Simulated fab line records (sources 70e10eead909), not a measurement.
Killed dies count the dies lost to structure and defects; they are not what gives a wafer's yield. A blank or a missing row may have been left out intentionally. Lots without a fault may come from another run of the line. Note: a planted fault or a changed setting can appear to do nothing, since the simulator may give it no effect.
Which tool is to blame? / flow nand harc / 7 lots, 21 wafers sampled, at 2 steps of a route of 1159

WHAT THE GAUGES SHOWED, per wafer
NHARC_A_ONON_D1_THK_MEAS_05: measures by ellipsometry.
lot=L227; measured=day 8 08:18; on=film metro-01; thk nm (nm)=993 995 993
lot=L228; measured=day 8 22:18; on=film metro-02; thk nm (nm)=1014 1013 1014
lot=L232; measured=day 9 14:50; on=film metro-02; thk nm (nm)=1496 1498 1497 1499 1498 1497
lot=L236; measured=day 10 22:43; on=film metro-02; thk nm (nm)=997 996 998
lot=L242; measured=day 12 00:59; on=film metro-01; thk nm (nm)=997 998 1000
lot=L244; measured=day 12 12:40; on=film metro-01; thk nm (nm)=1026 1024 1026
lot=L247; measured=day 13 05:22; on=film metro-02; thk nm (nm)=1000 1000 998

WHICH TOOL RAN EACH LOT (tool, then ch and the chambers of the sampled wafers, then the start)
lot=L227; NHARC_A_ONON_D1_DEP_03=pecvd onon-03 ch 0, day 8 07:47
lot=L228; NHARC_A_ONON_D1_DEP_03=pecvd onon-03 ch 0, day 8 21:47
lot=L232; NHARC_A_ONON_D1_DEP_03=pecvd onon-04 ch 0, day 9 14:23
lot=L236; NHARC_A_ONON_D1_DEP_03=pecvd onon-03 ch 0, day 10 22:16
lot=L242; NHARC_A_ONON_D1_DEP_03=pecvd onon-03 ch 0, day 12 00:28
lot=L244; NHARC_A_ONON_D1_DEP_03=pecvd onon-04 ch 0, day 12 12:10
lot=L247; NHARC_A_ONON_D1_DEP_03=pecvd onon-04 ch 0, day 13 04:51
- NHARC_A_ONON_D1_DEP_03: target thk 1000 nm.

THE ANSWER, worked out from the rows above alone
Rule: the lots themselves supply what counts as usual. Put in order of their means at a reading, lots are off if they are a third of the lots or fewer, leave a main group of 4 or more, and stand apart from it by a gap of 3 or more times the standard deviation of the main group's means; of several such gaps the widest counts. A main group is skipped when, at the precision printed for the reading in the tables above, its means are all equal. A lot without any number at a reading at which 4 lots or more have one is off too. Where the step has rows for the other lots, those lots are counted as sound.
Off at NHARC_A_ONON_D1_THK_MEAS_05 (thk nm): L232. For the main group the mean is 1005 nm and the standard deviation 11.
A tool fits if, at a process step before that reading, it ran every lot that is off, and no sound lot after the first of them. Gauges at NHARC_A_ONON_D1_THK_MEAS_05: tried the same way as those tools. None of those tried fits.

WHAT THE SIMULATOR HAD PUT IN
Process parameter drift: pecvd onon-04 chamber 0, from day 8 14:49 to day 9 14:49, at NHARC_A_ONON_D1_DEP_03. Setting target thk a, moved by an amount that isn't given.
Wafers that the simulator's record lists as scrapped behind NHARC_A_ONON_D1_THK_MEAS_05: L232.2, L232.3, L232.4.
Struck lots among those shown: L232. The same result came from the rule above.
